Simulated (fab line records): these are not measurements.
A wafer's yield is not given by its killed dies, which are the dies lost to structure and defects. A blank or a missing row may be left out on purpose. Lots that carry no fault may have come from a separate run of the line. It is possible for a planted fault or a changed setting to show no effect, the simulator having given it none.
fab line records	flow nand-harc
[record] lots = 24	wafers = 72	last-day = 24
route steps=1159 shown A_CONTACT@897
lots with no fault: from the same line, run without faults
start-h: hours from the record's opening day to when the first of the lot's shown wafers began	wait-h: hours since the lot's step before	" unchanged from the row above	L1.1+2: several wafers, shown together as one row	- no value, or no start given	* or withheld: withheld	< > ~ a bound
route shown NAME@n: NAME is a module with steps in the file, n the number in the route of the first one	usual: mean and standard deviation over wafers with no fault	same: alike in all rows	chamber/n: place in a boat	sites: the reading at each site	_std_site: the standard deviation of these	_edge_site: the outer-site mean with the inner-site mean subtracted	radius-mm: for every site, how far away it sits from the centre of the wafer	mask NAME#n: copy n	behind: the last tool/chamber to shape the wafer	hold: why the lot was held/for how many hours/how that ended	device: names the non-switching transistor (n, p or np)	end of line: the tests these same wafers got at the end of their route	step lacking rows: just its recipe	killed: count of dies lost to structure and defects at first sort (not the wafer's yield)	map: per-die view of a wafer (x killed, . not killed, _ where there is no die)
set.NAME: the run value of the setting; set.NAME@STEP: its run value at that earlier step	model.NAME: the simulator's own value behind a step, which no gauge read
steps of the route over a sample of lots; a table a step, a row a wafer
services: the hour from which a tool's chamber was out of use, counted from the record's first day as start-h (under 0 if before that day), plus the number of hours and why
[[steps]]
[step NHARC_A_CONTACT_OVL_MEAS_70]
[usual] overlay-x-nm = 0.0/0.77	overlay-y-nm = 0.0/0.75
lot.wafer	tool	chamber	start-h	wait-h	overlay-x-nm	overlay-y-nm
L075.1	overlay-01	-	381.88	-	-0.3	0.1
L075.3	"	-	"	"	-0.7	-0.2
L075.6	"	-	"	"	-0.2	-0.5
L074.2	overlay-01	-	383.60	-	0.1	0.1
L074.3	"	-	"	"	0.4	0.1
L074.5	"	-	"	"	0.2	-0.5
L078.1	overlay-01	-	387.37	-	0.0	-0.7
L078.4	"	-	"	"	-0.8	-1.0
L078.5	"	-	"	"	-0.2	-0.9
L077.3	overlay-01	-	387.57	-	0.7	0.0
L077.5	"	-	"	"	0.0	0.1
L077.6	"	-	"	"	0.4	-0.1
L079.4	overlay-02	-	395.63	-	0.2	-0.1
L079.5	"	-	"	"	0.4	0.4
L079.6	"	-	"	"	0.3	0.6
L076.2	overlay-02	-	398.64	-	-1.1	0.7
L076.3	"	-	"	"	-1.1	1.3
L076.4	"	-	"	"	-0.6	1.2
L080.2	overlay-01	-	405.13	-	-0.9	-1.3
L080.4	"	-	"	"	-1.2	-1.0
L080.5	"	-	"	"	-0.6	-1.1
L081.2	overlay-01	-	417.23	-	-1.1	0.8
L081.5	"	-	"	"	-1.2	0.5
L081.6	"	-	"	"	-1.1	0.7
L084.1	overlay-02	-	429.84	-	1.7	0.6
L084.5	"	-	"	"	1.7	0.5
L084.6	"	-	"	"	1.8	0.0
L082.1	overlay-01	-	431.94	-	0.6	-0.4
L082.4	"	-	"	"	0.8	0.3
L082.5	"	-	"	"	1.1	-0.8
L083.1	overlay-01	-	436.46	-	0.9	0.7
L083.3	"	-	"	"	0.6	0.7
L083.5	"	-	"	"	0.3	0.3
L087.1	overlay-01	-	447.41	-	-0.5	1.3
L087.3	"	-	"	"	-0.2	1.7
L087.5	"	-	"	"	-0.4	1.2
L085.1	overlay-02	-	449.63	-	0.0	-0.2
L085.3	"	-	"	"	0.2	0.0
L085.5	"	-	"	"	0.3	-0.8
L086.1	overlay-01	-	452.99	-	0.1	-0.3
L086.5	"	-	"	"	0.7	-0.5
L086.6	"	-	"	"	0.6	-0.9
L088.1	overlay-02	-	454.99	-	-0.1	0.8
L088.4	"	-	"	"	-0.4	1.0
L088.5	"	-	"	"	-0.4	0.2
L089.3	overlay-02	-	463.00	-	1.2	-1.1
L089.4	"	-	"	"	0.7	-2.2
L089.5	"	-	"	"	0.9	-1.4
L090.1	overlay-01	-	464.60	-	0.1	0.5
L090.3	"	-	"	"	-0.1	0.3
L090.5	"	-	"	"	-0.3	0.7
L091.1	overlay-02	-	469.98	-	-0.6	1.8
L091.3	"	-	"	"	0.4	1.5
L091.6	"	-	"	"	-0.2	0.7
L094.1	overlay-01	-	485.80	-	0.5	0.4
L094.3	"	-	"	"	0.3	0.3
L094.6	"	-	"	"	0.8	-0.1
L092.1	overlay-01	-	489.45	-	-0.6	0.7
L092.2	"	-	"	"	-1.0	0.2
L092.6	"	-	"	"	-1.2	0.1
L093.3	overlay-01	-	491.06	-	-1.2	-0.1
L093.4	"	-	"	"	-1.5	-0.1
L093.6	"	-	"	"	-1.2	0.3
L096.1	overlay-02	-	497.53	-	-0.4	1.1
L096.2	"	-	"	"	0.0	0.2
L096.5	"	-	"	"	0.7	-0.3
L095.4	overlay-01	-	499.84	-	-0.9	-0.7
L095.5	"	-	"	"	-0.2	-0.5
L095.6	"	-	"	"	-0.4	-1.0
L097.1	overlay-01	-	515.79	-	0.3	-1.4
L097.2	"	-	"	"	0.4	-0.2
L097.5	"	-	"	"	0.1	-1.3
[step NHARC_A_CONTACT_INSPECT_71]
[usual] raw-defect-count = 29/13
lot.wafer	tool	chamber	start-h	wait-h	raw-defect-count
L075.1	defect-inspect-02	-	381.92	0.0	8
L075.3	"	-	"	"	5
L075.6	"	-	"	"	11
L074.2	defect-inspect-01	-	383.64	0.0	31
L074.3	"	-	"	"	21
L074.5	"	-	"	"	32
L078.1	defect-inspect-01	-	387.40	0.0	29
L078.4	"	-	"	"	16
L078.5	"	-	"	"	14
L077.3	defect-inspect-01	-	387.60	0.0	20
L077.5	"	-	"	"	19
L077.6	"	-	"	"	32
L079.4	defect-inspect-02	-	395.66	0.0	16
L079.5	"	-	"	"	22
L079.6	"	-	"	"	17
L076.2	defect-inspect-02	-	398.67	0.0	23
L076.3	"	-	"	"	25
L076.4	"	-	"	"	24
L080.2	defect-inspect-02	-	405.16	0.0	19
L080.4	"	-	"	"	23
L080.5	"	-	"	"	15
L081.2	defect-inspect-01	-	417.27	0.0	19
L081.5	"	-	"	"	27
L081.6	"	-	"	"	26
L084.1	defect-inspect-01	-	429.87	0.0	18
L084.5	"	-	"	"	30
L084.6	"	-	"	"	34
L082.1	defect-inspect-01	-	431.98	0.0	31
L082.4	"	-	"	"	38
L082.5	"	-	"	"	26
L083.1	defect-inspect-01	-	436.50	0.0	23
L083.3	"	-	"	"	12
L083.5	"	-	"	"	10
L087.1	defect-inspect-01	-	447.44	0.0	19
L087.3	"	-	"	"	11
L087.5	"	-	"	"	28
L085.1	defect-inspect-01	-	449.66	0.0	25
L085.3	"	-	"	"	34
L085.5	"	-	"	"	28
L086.1	defect-inspect-01	-	453.03	0.0	40
L086.5	"	-	"	"	40
L086.6	"	-	"	"	37
L088.1	defect-inspect-02	-	455.03	0.0	50
L088.4	"	-	"	"	53
L088.5	"	-	"	"	45
L089.3	defect-inspect-01	-	463.03	0.0	45
L089.4	"	-	"	"	45
L089.5	"	-	"	"	52
L090.1	defect-inspect-02	-	464.64	0.0	16
L090.3	"	-	"	"	21
L090.5	"	-	"	"	24
L091.1	defect-inspect-01	-	470.02	0.0	57
L091.3	"	-	"	"	58
L091.6	"	-	"	"	62
L094.1	defect-inspect-02	-	485.84	0.0	37
L094.3	"	-	"	"	41
L094.6	"	-	"	"	41
L092.1	defect-inspect-01	-	489.49	0.0	24
L092.2	"	-	"	"	33
L092.6	"	-	"	"	31
L093.3	defect-inspect-02	-	491.09	0.0	15
L093.4	"	-	"	"	20
L093.6	"	-	"	"	17
L096.1	defect-inspect-02	-	497.57	0.0	26
L096.2	"	-	"	"	34
L096.5	"	-	"	"	40
L095.4	defect-inspect-02	-	499.88	0.0	40
L095.5	"	-	"	"	37
L095.6	"	-	"	"	35
L097.1	defect-inspect-02	-	515.82	0.0	44
L097.2	"	-	"	"	44
L097.5	"	-	"	"	37
[step NHARC_A_CONTACT_DEP_84]
[recipe] target-thk-a = 20000	temp-c = 400	material = aC
[usual] throttle-valve-pct = 34.999/0.0093
lot.wafer	tool	chamber	start-h	wait-h	throttle-valve-pct
L075.1	acl-dep-02	0	386.42	-	34.995
L075.3	"	0	"	"	35.002
L075.6	"	0	"	"	35.005
L074.2	acl-dep-01	0	388.56	-	34.986
L074.3	"	0	"	"	34.985
L074.5	"	0	"	"	35.005
L077.3	acl-dep-01	0	393.64	-	35.003
L077.5	"	0	"	"	34.993
L077.6	"	0	"	"	34.992
L078.1	acl-dep-03	0	394.16	-	35.009
L078.4	"	0	"	"	34.999
L078.5	"	0	"	"	34.988
L079.4	acl-dep-02	0	401.37	-	35.010
L079.5	"	0	"	"	34.984
L079.6	"	0	"	"	34.995
L076.2	acl-dep-01	0	403.89	-	34.982
L076.3	"	0	"	"	35.004
L076.4	"	0	"	"	35.011
L080.2	acl-dep-01	0	409.72	-	34.996
L080.4	"	0	"	"	34.994
L080.5	"	0	"	"	35.022
L081.2	acl-dep-02	0	421.81	-	34.999
L081.5	"	0	"	"	35.003
L081.6	"	0	"	"	35.018
L084.1	acl-dep-02	0	434.64	-	34.989
L084.5	"	0	"	"	34.987
L084.6	"	0	"	"	35.005
L082.1	acl-dep-03	0	436.24	-	34.993
L082.4	"	0	"	"	35.010
L082.5	"	0	"	"	34.997
L083.1	acl-dep-03	0	442.95	-	34.995
L083.3	"	0	"	"	35.009
L083.5	"	0	"	"	35.005
L087.1	acl-dep-02	0	453.90	-	34.999
L087.3	"	0	"	"	35.007
L087.5	"	0	"	"	35.002
L085.1	acl-dep-01	0	454.31	-	35.010
L085.3	"	0	"	"	34.995
L085.5	"	0	"	"	35.003
L086.1	acl-dep-02	0	458.29	-	35.000
L086.5	"	0	"	"	35.002
L086.6	"	0	"	"	35.009
L088.1	acl-dep-03	0	463.90	-	34.996
L088.4	"	0	"	"	34.997
L088.5	"	0	"	"	34.988
L089.3	acl-dep-01	0	468.89	-	34.997
L089.4	"	0	"	"	34.999
L089.5	"	0	"	"	34.988
L090.1	acl-dep-02	0	469.27	-	34.999
L090.3	"	0	"	"	35.003
L090.5	"	0	"	"	35.000
L091.1	acl-dep-01	0	474.28	-	34.990
L091.3	"	0	"	"	35.011
L091.6	"	0	"	"	35.009
L094.1	acl-dep-03	0	490.51	-	34.994
L094.3	"	0	"	"	34.995
L094.6	"	0	"	"	34.992
L092.1	acl-dep-03	0	494.26	-	35.013
L092.2	"	0	"	"	34.994
L092.6	"	0	"	"	34.999
L093.3	acl-dep-01	0	495.96	-	34.998
L093.4	"	0	"	"	34.999
L093.6	"	0	"	"	35.001
L096.1	acl-dep-02	0	502.56	-	35.001
L096.2	"	0	"	"	35.011
L096.5	"	0	"	"	35.007
L095.4	acl-dep-01	0	505.44	-	34.992
L095.5	"	0	"	"	34.990
L095.6	"	0	"	"	35.002
L097.1	acl-dep-02	0	522.45	-	35.001
L097.2	"	0	"	"	34.993
L097.5	"	0	"	"	35.005
[step NHARC_A_CONTACT_INSPECT_10]
[usual] raw-defect-count = 30/13
lot.wafer	tool	chamber	start-h	wait-h	raw-defect-count
L075.1	defect-inspect-01	-	388.50	0.0	11
L075.3	"	-	"	"	7
L075.6	"	-	"	"	15
L074.2	defect-inspect-01	-	390.58	0.0	32
L074.3	"	-	"	"	23
L074.5	"	-	"	"	30
L077.3	defect-inspect-01	-	395.35	0.0	20
L077.5	"	-	"	"	22
L077.6	"	-	"	"	33
L078.1	defect-inspect-02	-	396.37	0.0	30
L078.4	"	-	"	"	18
L078.5	"	-	"	"	12
L079.4	defect-inspect-02	-	402.87	0.0	15
L079.5	"	-	"	"	26
L079.6	"	-	"	"	16
L076.2	defect-inspect-01	-	406.14	0.0	21
L076.3	"	-	"	"	24
L076.4	"	-	"	"	23
L080.2	defect-inspect-01	-	411.51	0.0	22
L080.4	"	-	"	"	25
L080.5	"	-	"	"	14
L081.2	defect-inspect-01	-	423.91	0.0	19
L081.5	"	-	"	"	27
L081.6	"	-	"	"	23
L084.1	defect-inspect-01	-	436.64	0.0	19
L084.5	"	-	"	"	28
L084.6	"	-	"	"	30
L082.1	defect-inspect-02	-	438.36	0.0	35
L082.4	"	-	"	"	38
L082.5	"	-	"	"	25
L083.1	defect-inspect-01	-	444.99	0.0	23
L083.3	"	-	"	"	13
L083.5	"	-	"	"	13
L087.1	defect-inspect-02	-	455.92	0.0	22
L087.3	"	-	"	"	10
L087.5	"	-	"	"	25
L085.1	defect-inspect-01	-	456.28	0.0	26
L085.3	"	-	"	"	31
L085.5	"	-	"	"	26
L086.1	defect-inspect-02	-	460.41	0.0	40
L086.5	"	-	"	"	42
L086.6	"	-	"	"	38
L088.1	defect-inspect-02	-	466.02	0.0	53
L088.4	"	-	"	"	55
L088.5	"	-	"	"	47
L089.3	defect-inspect-02	-	470.47	0.0	50
L089.4	"	-	"	"	50
L089.5	"	-	"	"	52
L090.1	defect-inspect-02	-	471.25	0.0	15
L090.3	"	-	"	"	19
L090.5	"	-	"	"	22
L091.1	defect-inspect-01	-	476.39	0.0	63
L091.3	"	-	"	"	61
L091.6	"	-	"	"	64
L094.1	defect-inspect-02	-	492.64	0.0	44
L094.3	"	-	"	"	45
L094.6	"	-	"	"	42
L092.1	defect-inspect-02	-	496.33	0.0	23
L092.2	"	-	"	"	37
L092.6	"	-	"	"	27
L093.3	defect-inspect-01	-	497.56	0.0	16
L093.4	"	-	"	"	25
L093.6	"	-	"	"	20
L096.1	defect-inspect-02	-	504.67	0.0	28
L096.2	"	-	"	"	35
L096.5	"	-	"	"	38
L095.4	defect-inspect-01	-	506.94	0.0	43
L095.5	"	-	"	"	38
L095.6	"	-	"	"	34
L097.1	defect-inspect-01	-	524.55	0.0	45
L097.2	"	-	"	"	46
L097.5	"	-	"	"	41
[step NHARC_A_CONTACT_DESCUM_13]
[recipe] time-s = 3	o2-flow-sccm = 200	ar-flow-sccm = 0	bias-power-w = 0	chemistry = O2
[usual] drypump-motor-current-A = 5.9/0.49	oes-product-au = 1.000/0.012	rf-vpp-V = 57.6/0.95	showerhead-plenum-p-Torr = 1.87/0.091	throttle-valve-pct = 11.311/0.0098
lot.wafer	tool	chamber	start-h	wait-h	drypump-motor-current-A	oes-product-au	rf-hours-counter-h	rf-vpp-V	showerhead-plenum-p-Torr	throttle-valve-pct
L075.1	rie-diel-08	3	388.61	0.1	6.0	0.995	29	57.6	1.87	11.323
L075.3	"	1	"	"	6.5	1.004	31	57.3	1.79	11.295
L075.6	"	0	"	"	5.8	1.011	-	56.7	1.78	11.320
L074.3	rie-diel-12	3	390.64	0.1	6.3	1.017	0	56.8	1.78	11.315
L074.2	"	0	"	"	6.6	1.002	0	57.7	1.89	11.322
L074.5	"	0	"	"	6.6	0.989	-	56.3	1.89	11.317
L077.3	rie-diel-12	1	395.44	0.1	6.0	0.997	1	57.0	1.87	11.322
L077.5	"	2	"	"	5.4	0.987	-	58.1	1.92	11.310
L077.6	"	3	"	"	6.3	1.022	-	57.4	1.78	11.319
L078.4	rie-diel-12	0	396.44	0.1	6.7	1.007	2	58.6	1.89	11.321
L078.1	"	3	"	"	6.3	1.015	2	57.7	1.78	11.314
L078.5	"	0	"	"	6.6	0.998	-	58.8	1.89	11.314
L079.5	rie-diel-08	2	402.96	0.1	6.0	0.997	-	58.5	2.06	11.310
L079.6	"	3	"	"	6.0	0.983	-	57.5	1.87	11.300
L079.4	"	0	"	"	5.8	1.008	-	57.0	1.78	11.310
L076.2	rie-diel-05	0	406.20	0.1	5.8	0.989	19	56.8	1.78	11.314
L076.3	"	2	"	"	6.3	0.994	22	59.2	2.05	11.326
L076.4	"	3	"	"	4.8	1.007	21	57.7	1.84	11.325
L080.4	rie-diel-05	3	411.57	0.1	4.8	0.999	23	58.9	1.84	11.312
L080.2	"	2	"	"	6.3	0.981	24	58.4	2.05	11.322
L080.5	"	0	"	"	5.9	0.984	-	57.6	1.78	11.313
L081.2	rie-diel-05	1	424.00	0.1	6.0	1.018	25	55.7	1.83	11.308
L081.5	"	2	"	"	6.3	0.991	-	57.0	2.05	11.311
L081.6	"	3	"	"	4.8	1.003	-	58.2	1.84	11.316
L084.1	rie-diel-05	2	436.72	0.1	6.3	0.996	32	58.7	2.05	11.301
L084.5	"	3	"	"	4.8	0.998	-	57.0	1.84	11.303
L084.6	"	0	"	"	5.9	0.983	-	55.8	1.78	11.301
L082.1	rie-diel-12	3	438.43	0.1	6.3	1.018	7	57.5	1.78	11.283
L082.4	"	0	"	"	6.6	0.998	8	59.4	1.89	11.303
L082.5	"	1	"	"	6.0	1.019	-	57.4	1.87	11.313
L083.3	rie-diel-05	2	445.06	0.1	6.4	0.997	35	58.2	2.04	11.313
L083.1	"	3	"	"	4.8	1.000	35	57.1	1.84	11.302
L083.5	"	0	"	"	5.9	1.000	-	57.0	1.78	11.305
L087.1	rie-diel-12	3	455.99	0.1	6.3	1.015	13	56.3	1.78	11.302
L087.3	"	0	"	"	6.6	1.005	14	56.5	1.88	11.310
L087.5	"	3	"	"	6.3	1.023	-	57.5	1.78	11.301
L085.1	rie-diel-08	0	456.39	0.1	5.9	1.001	54	56.6	1.77	11.309
L085.3	"	2	"	"	6.0	1.003	54	58.5	2.06	11.311
L085.5	"	1	"	"	6.5	1.003	-	56.5	1.78	11.304
L086.1	rie-diel-12	3	460.47	0.1	6.3	1.012	14	57.1	1.77	11.319
L086.5	"	3	"	"	6.3	1.009	-	57.0	1.77	11.325
L086.6	"	0	"	"	6.6	1.008	-	57.6	1.88	11.316
L088.4	rie-diel-12	2	466.09	0.1	5.4	0.985	14	57.6	1.91	11.326
L088.1	"	0	"	"	6.6	1.009	17	56.0	1.88	11.309
L088.5	"	1	"	"	6.0	1.017	-	56.8	1.87	11.295
L089.3	rie-diel-12	1	470.53	0.1	6.0	1.011	13	57.0	1.87	11.317
L089.4	"	2	"	"	5.4	0.999	15	58.3	1.91	11.301
L089.5	"	1	"	"	6.0	1.027	-	59.2	1.87	11.315
L090.3	rie-diel-08	0	471.35	0.1	5.8	1.004	62	56.7	1.77	11.331
L090.1	"	1	"	"	6.5	1.013	56	58.0	1.78	11.305
L090.5	"	3	"	"	6.0	0.982	-	57.7	1.86	11.312
L091.3	rie-diel-05	2	476.45	0.1	6.4	1.011	45	58.5	2.04	11.303
L091.1	"	3	"	"	4.8	0.984	45	56.1	1.84	11.322
L091.6	"	3	"	"	4.8	0.994	-	58.1	1.84	11.304
L094.3	rie-diel-05	2	492.71	0.1	6.4	1.000	51	58.6	2.04	11.302
L094.1	"	3	"	"	4.8	0.991	51	57.9	1.83	11.303
L094.6	"	1	"	"	6.0	1.016	-	60.3	1.82	11.300
L092.1	rie-diel-05	0	496.39	0.1	5.9	0.986	47	58.3	1.77	11.307
L092.2	"	2	"	"	6.3	1.002	52	59.7	2.04	11.305
L092.6	"	0	"	"	5.9	0.989	-	59.6	1.77	11.310
L093.4	rie-diel-12	3	497.63	0.1	6.3	0.999	21	56.4	1.77	11.312
L093.3	"	1	"	"	6.0	1.009	18	56.3	1.87	11.324
L093.6	"	2	"	"	5.4	0.985	-	58.0	1.91	11.310
L096.2	rie-diel-12	2	504.73	0.1	5.4	0.983	22	59.2	1.91	11.312
L096.1	"	3	"	"	6.3	1.004	23	56.4	1.77	11.303
L096.5	"	2	"	"	5.4	0.994	-	57.9	1.91	11.313
L095.4	rie-diel-08	1	507.03	0.1	6.5	0.987	8	59.1	1.78	11.295
L095.6	"	2	"	"	6.1	0.988	-	57.1	2.05	11.309
L095.5	"	3	"	"	6.0	0.993	-	57.9	1.86	11.319
L097.2	rie-diel-08	2	524.73	0.2	6.0	0.989	18	56.1	2.05	11.304
L097.1	"	0	"	"	5.8	0.981	18	58.5	2.07	11.307
L097.5	"	3	"	"	6.0	0.999	-	57.3	1.85	11.315
[step NHARC_A_CONTACT_ETCH_110]
[recipe] target-depth-a = 500	overetch-a = 50	time-s = 27.5	ion-energy-ev = 100	cf4-flow-sccm = 80	o2-flow-sccm = 20	ar-flow-sccm = 0	rf-w = 300	bias-w = 100	chemistry = CF4/O2
[usual] drypump-motor-current-A = 6.0/0.49	oes-product-au = 1.002/0.012	rf-fwd-power-W = 294.5/1.4	rf-vpp-V = 197.2/1.5	showerhead-plenum-p-Torr = 1.30/0.056	throttle-valve-pct = 13.397/0.0083
lot.wafer	tool	chamber	start-h	wait-h	drypump-motor-current-A	oes-product-au	rf-fwd-power-W	rf-hours-counter-h	rf-vpp-V	showerhead-plenum-p-Torr	throttle-valve-pct
L075.3	rie-diel-12	1	392.43	0.1	6.0	1.002	295.5	1	198.4	1.31	13.391
L075.1	"	2	"	"	5.4	0.987	292.6	0	198.6	1.34	13.402
L075.6	"	0	"	"	6.6	1.001	294.6	-	198.1	1.32	13.413
L074.3	rie-diel-12	1	393.54	0.1	6.0	1.004	296.1	1	197.2	1.31	13.403
L074.2	"	0	"	"	6.6	1.005	294.0	1	198.4	1.32	13.390
L074.5	"	2	"	"	5.4	0.990	295.7	-	198.8	1.34	13.392
L077.3	rie-diel-12	1	398.22	0.1	6.0	0.996	295.8	3	197.8	1.31	13.402
L077.6	"	0	"	"	6.6	0.997	293.6	-	197.5	1.32	13.385
L077.5	"	1	"	"	6.0	1.007	295.1	-	197.5	1.31	13.401
L078.1	rie-diel-08	0	399.80	0.1	5.8	1.013	293.2	36	194.6	1.24	13.388
L078.4	"	3	"	"	6.0	0.994	296.4	-	195.9	1.30	13.409
L078.5	"	0	"	"	5.8	0.999	291.4	-	196.0	1.24	13.393
L079.4	rie-diel-05	2	405.80	0.1	6.3	0.993	292.7	22	199.8	1.43	13.407
L079.6	"	1	"	"	6.0	1.030	294.4	-	197.7	1.28	13.392
L079.5	"	2	"	"	6.3	0.988	293.1	-	198.3	1.43	13.393
L076.3	rie-diel-12	0	408.88	0.1	6.6	0.991	293.5	5	196.9	1.32	13.403
L076.2	"	1	"	"	6.0	0.995	295.6	5	197.2	1.31	13.386
L076.4	"	2	"	"	5.4	0.987	292.2	3	197.6	1.34	13.390
L080.2	rie-diel-12	3	414.28	0.1	6.3	1.013	294.8	5	196.6	1.24	13.390
L080.4	"	0	"	"	6.6	1.007	295.4	6	196.4	1.32	13.399
L080.5	"	1	"	"	6.0	0.983	295.6	-	195.4	1.31	13.403
L081.2	rie-diel-12	1	426.89	0.1	6.0	1.010	296.3	6	197.4	1.31	13.410
L081.5	"	2	"	"	5.4	1.012	293.8	-	197.8	1.34	13.396
L081.6	"	3	"	"	6.3	1.024	294.2	-	196.3	1.24	13.403
L084.1	rie-diel-05	2	439.30	0.1	6.3	1.006	293.1	33	199.6	1.42	13.396
L084.5	"	0	"	"	5.9	0.990	294.9	-	195.5	1.24	13.377
L084.6	"	1	"	"	6.0	1.027	295.8	-	196.9	1.28	13.401
L082.1	rie-diel-05	3	441.26	0.1	4.8	0.999	292.9	33	197.7	1.28	13.384
L082.5	"	3	"	"	4.8	0.987	293.3	-	197.0	1.28	13.391
L082.4	"	0	"	"	5.8	0.985	291.7	-	194.8	1.24	13.407
L083.3	rie-diel-05	0	448.43	0.2	5.8	0.995	293.3	33	196.0	1.24	13.393
L083.1	"	2	"	"	6.4	1.007	295.7	36	200.1	1.42	13.405
L083.5	"	3	"	"	4.8	0.995	292.5	-	196.8	1.28	13.401
L087.3	rie-diel-12	3	458.82	0.1	6.3	1.018	293.5	14	193.7	1.24	13.392
L087.1	"	0	"	"	6.6	1.021	293.9	15	197.3	1.32	13.397
L087.5	"	0	"	"	6.6	1.011	295.3	-	197.1	1.31	13.401
L085.3	rie-diel-12	0	460.18	0.1	6.6	0.999	294.4	15	197.0	1.31	13.405
L085.1	"	2	"	"	5.4	0.991	294.5	13	197.2	1.34	13.390
L085.5	"	3	"	"	6.3	1.018	293.3	-	195.6	1.24	13.397
L086.1	rie-diel-12	2	463.22	0.1	5.4	0.986	292.8	14	196.5	1.33	13.391
L086.6	"	1	"	"	5.9	0.996	295.6	-	197.8	1.31	13.399
L086.5	"	2	"	"	5.4	0.979	292.4	-	197.8	1.34	13.392
L088.1	rie-diel-05	0	469.01	0.1	5.8	0.997	294.5	37	196.8	1.24	13.401
L088.4	"	2	"	"	6.3	1.007	296.1	44	198.2	1.42	13.403
L088.5	"	0	"	"	5.8	0.995	293.9	-	196.5	1.24	13.398
L089.3	rie-diel-05	0	473.20	0.1	5.8	0.994	293.9	37	195.3	1.24	13.386
L089.4	"	2	"	"	6.3	1.018	294.9	45	200.7	1.42	13.403
L089.5	"	3	"	"	4.8	0.995	291.0	-	196.6	1.28	13.400
L090.3	rie-diel-05	1	473.94	0.0	6.0	1.018	294.6	38	195.5	1.27	13.388
L090.1	"	0	"	"	5.9	1.001	295.0	37	194.2	1.24	13.392
L090.5	"	2	"	"	6.3	1.019	295.0	-	200.5	1.42	13.394
L091.1	rie-diel-12	2	479.14	0.1	5.4	0.999	293.2	16	198.3	1.33	13.405
L091.3	"	3	"	"	6.3	1.004	292.5	17	195.5	1.24	13.401
L091.6	"	3	"	"	6.3	1.014	293.9	-	195.0	1.24	13.404
L094.1	rie-diel-12	0	495.56	0.1	6.6	0.993	294.8	21	197.6	1.31	13.384
L094.3	"	1	"	"	5.9	1.004	297.5	18	197.8	1.30	13.405
L094.6	"	3	"	"	6.3	1.010	296.0	-	198.4	1.24	13.402
L092.2	rie-diel-12	0	499.79	0.1	6.6	1.004	294.5	22	198.0	1.31	13.394
L092.1	"	1	"	"	6.0	1.005	295.7	19	197.4	1.30	13.398
L092.6	"	0	"	"	6.6	0.997	294.1	-	197.9	1.31	13.399
L093.4	rie-diel-12	3	500.35	0.1	6.3	1.012	294.8	22	197.0	1.24	13.408
L093.3	"	0	"	"	6.6	0.991	294.2	22	198.5	1.31	13.396
L093.6	"	0	"	"	6.6	0.996	295.0	-	197.8	1.31	13.396
L096.1	rie-diel-12	0	507.53	0.1	6.6	0.995	295.3	23	197.6	1.31	13.396
L096.2	"	2	"	"	5.4	0.982	293.8	22	196.7	1.33	13.388
L096.5	"	0	"	"	6.6	0.987	295.1	-	196.1	1.31	13.396
L095.4	rie-diel-08	0	509.90	0.1	5.8	0.991	294.6	10	200.9	1.44	13.410
L095.5	"	0	"	"	5.8	0.986	293.5	-	200.7	1.44	13.394
L095.6	"	1	"	"	6.5	0.991	295.7	-	194.9	1.24	13.391
L097.2	rie-diel-12	3	527.58	0.1	6.3	1.007	296.2	27	195.6	1.24	13.388
L097.1	"	0	"	"	6.6	0.989	296.5	27	197.3	1.31	13.389
L097.5	"	2	"	"	5.4	0.985	294.3	-	198.0	1.33	13.416
[[services]]
tool	chamber	start-h	hours	kind
rie-diel-12	3	367.26	4.9	repair
rie-diel-12	-	379.64	9.0	pm
rie-diel-12	0	379.64	9.0	vent-cycle
rie-diel-12	1	379.64	9.0	vent-cycle
rie-diel-12	2	379.64	12.6	vent-cycle
rie-diel-12	3	379.64	9.0	vent-cycle
rie-diel-12	0	388.64	-	clean
rie-diel-12	1	388.64	-	clean
rie-diel-12	3	388.64	-	clean
rie-diel-08	1	393.69	15.0	repair
acl-dep-03	-	406.41	13.0	pm
rie-diel-12	0	413.14	-	clean
rie-diel-12	1	413.14	-	clean
rie-diel-12	2	413.14	-	clean
rie-diel-12	3	413.14	-	clean
rie-diel-05	1	439.54	9.8	repair
rie-diel-12	1	441.76	11.6	repair
rie-diel-05	0	452.51	7.6	repair
rie-diel-05	-	452.60	2.0	repair
acl-dep-01	-	475.52	13.0	pm
rie-diel-12	0	478.21	5.0	repair
rie-diel-08	-	479.57	9.0	pm
rie-diel-05	3	508.06	6.2	repair
rie-diel-05	-	517.75	9.0	pm
[[key]]
fault none
